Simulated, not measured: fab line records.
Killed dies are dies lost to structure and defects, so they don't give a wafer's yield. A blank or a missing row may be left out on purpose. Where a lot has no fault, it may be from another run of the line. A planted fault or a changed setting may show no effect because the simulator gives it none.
Chamber matching :: flow n5 finfet :: N5_BEOL_M3_STRIP_66 on rie diel-05: 4 sister chambers
The step strips in CF4. 22 wafers are shown with their chamber, then 11 later ones without.

WAFERS, EACH WITH ITS CHAMBER
wafer: L074.1
chamber: 1
showerhead plenum p Torr (Torr): 1.82
oes product au (a.u.): 0.82
drypump motor current A (A): 6.2

wafer: L074.4
chamber: 3
showerhead plenum p Torr (Torr): 1.73
oes product au (a.u.): 0.75
drypump motor current A (A): 5.4

wafer: L074.6
chamber: 3
showerhead plenum p Torr (Torr): 1.73
oes product au (a.u.): 0.75
drypump motor current A (A): 5.4

wafer: L083.2
chamber: 2
showerhead plenum p Torr (Torr): 1.72
oes product au (a.u.): 0.74
drypump motor current A (A): 5.6

wafer: L083.5
chamber: 1
showerhead plenum p Torr (Torr): 1.81
oes product au (a.u.): 0.80
drypump motor current A (A): 6.1

wafer: L083.6
chamber: 3
showerhead plenum p Torr (Torr): 1.73
oes product au (a.u.): 0.73
drypump motor current A (A): 5.4

wafer: L084.1
chamber: 3
showerhead plenum p Torr (Torr): 1.73
oes product au (a.u.): 0.73
drypump motor current A (A): 5.4

wafer: L084.3
chamber: 1
showerhead plenum p Torr (Torr): 1.81
oes product au (a.u.): 0.80
drypump motor current A (A): 6.2

wafer: L084.5
chamber: 1
showerhead plenum p Torr (Torr): 1.81
oes product au (a.u.): 0.80
drypump motor current A (A): 6.1

wafer: L086.1
chamber: 3
showerhead plenum p Torr (Torr): 1.73
oes product au (a.u.): 0.73
drypump motor current A (A): 5.3

wafer: L086.2
chamber: 2
showerhead plenum p Torr (Torr): 1.71
oes product au (a.u.): 0.73
drypump motor current A (A): 5.7

wafer: L086.3
chamber: 0
showerhead plenum p Torr (Torr): 1.83
oes product au (a.u.): 0.95
drypump motor current A (A): 5.0

wafer: L089.1
chamber: 1
showerhead plenum p Torr (Torr): 1.81
oes product au (a.u.): 0.79
drypump motor current A (A): 6.2

wafer: L089.4
chamber: 3
showerhead plenum p Torr (Torr): 1.73
oes product au (a.u.): 0.73
drypump motor current A (A): 5.3

wafer: L089.6
chamber: 2
showerhead plenum p Torr (Torr): 1.71
oes product au (a.u.): 0.73
drypump motor current A (A): 5.7

wafer: L090.1
chamber: 1
showerhead plenum p Torr (Torr): 1.81
oes product au (a.u.): 0.79
drypump motor current A (A): 6.2

wafer: L090.5
chamber: 3
showerhead plenum p Torr (Torr): 1.73
oes product au (a.u.): 0.73
drypump motor current A (A): 5.3

wafer: L090.6
chamber: 2
showerhead plenum p Torr (Torr): 1.71
oes product au (a.u.): 0.73
drypump motor current A (A): 5.6

wafer: L092.2
chamber: 1
showerhead plenum p Torr (Torr): 1.81
oes product au (a.u.): 0.78
drypump motor current A (A): 6.1

wafer: L092.4
chamber: 2
showerhead plenum p Torr (Torr): 1.71
oes product au (a.u.): 0.73
drypump motor current A (A): 5.7

wafer: L092.5
chamber: 3
showerhead plenum p Torr (Torr): 1.73
oes product au (a.u.): 0.72
drypump motor current A (A): 5.3

wafer: L076.2
chamber: 2
showerhead plenum p Torr (Torr): 1.71
oes product au (a.u.): 0.72
drypump motor current A (A): 5.6

SIGNATURES (averages over the wafers above)
reading: showerhead plenum p Torr
chamber 0: 1.8300
chamber 1: 1.8114
chamber 2: 1.7117
chamber 3: 1.7300
scatter within a chamber: 0.00306

reading: oes product au
chamber 0: 0.9500
chamber 1: 0.7971
chamber 2: 0.7300
chamber 3: 0.7338
scatter within a chamber: 0.0104

reading: drypump motor current A
chamber 0: 5.000
chamber 1: 6.157
chamber 2: 5.650
chamber 3: 5.350
scatter within a chamber: 0.0538
Rule: a wafer's distance from a chamber is the root of the sum, over the readings, of the square of ((its reading less the chamber's mean) divided by the reading's scatter). The wafer belongs to the nearest chamber; if the next one is less than 2 further off, it can't be placed. The scatter: take each reading less its chamber's mean, square it, sum over the shown wafers, divide by the number of wafers less the number of chambers, and take the root.

WAFERS WHOSE CHAMBER IS MISSING
wafer: L076.3
showerhead plenum p Torr (Torr): 1.72
oes product au (a.u.): 0.71
drypump motor current A (A): 5.3

wafer: L076.5
showerhead plenum p Torr (Torr): 1.71
oes product au (a.u.): 0.72
drypump motor current A (A): 5.6

wafer: L095.1
showerhead plenum p Torr (Torr): 1.72
oes product au (a.u.): 0.71
drypump motor current A (A): 5.3

wafer: L095.3
showerhead plenum p Torr (Torr): 1.80
oes product au (a.u.): 0.77
drypump motor current A (A): 6.2

wafer: L095.6
showerhead plenum p Torr (Torr): 1.80
oes product au (a.u.): 0.77
drypump motor current A (A): 6.2

wafer: L097.1
showerhead plenum p Torr (Torr): 1.71
oes product au (a.u.): 0.71
drypump motor current A (A): 5.7

wafer: L097.3
showerhead plenum p Torr (Torr): 1.82
oes product au (a.u.): 0.89
drypump motor current A (A): 4.9

wafer: L097.6
showerhead plenum p Torr (Torr): 1.82
oes product au (a.u.): 0.88
drypump motor current A (A): 5.0

wafer: L096.1
showerhead plenum p Torr (Torr): 1.71
oes product au (a.u.): 0.71
drypump motor current A (A): 5.7

wafer: L096.3
showerhead plenum p Torr (Torr): 1.72
oes product au (a.u.): 0.71
drypump motor current A (A): 5.4

wafer: L096.4
showerhead plenum p Torr (Torr): 1.82
oes product au (a.u.): 0.88
drypump motor current A (A): 5.0

CHAMBER TAKEN BY EACH
wafer: L076.3
from the rows above: 3
in truth: 3

wafer: L076.5
from the rows above: 2
in truth: 2

wafer: L095.1
from the rows above: 3
in truth: 3

wafer: L095.3
from the rows above: 1
in truth: 1

wafer: L095.6
from the rows above: 1
in truth: 1

wafer: L097.1
from the rows above: 2
in truth: 2

wafer: L097.3
from the rows above: 0
in truth: 0

wafer: L097.6
from the rows above: 0
in truth: 0

wafer: L096.1
from the rows above: 2
in truth: 2

wafer: L096.3
from the rows above: can't be placed: 3 or 2
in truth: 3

wafer: L096.4
from the rows above: 0
in truth: 0
Correctly placed: 10 of 11. Unplaceable from these rows: 1, with the true chamber sitting among the candidates in 1. Placed wrongly: 0.
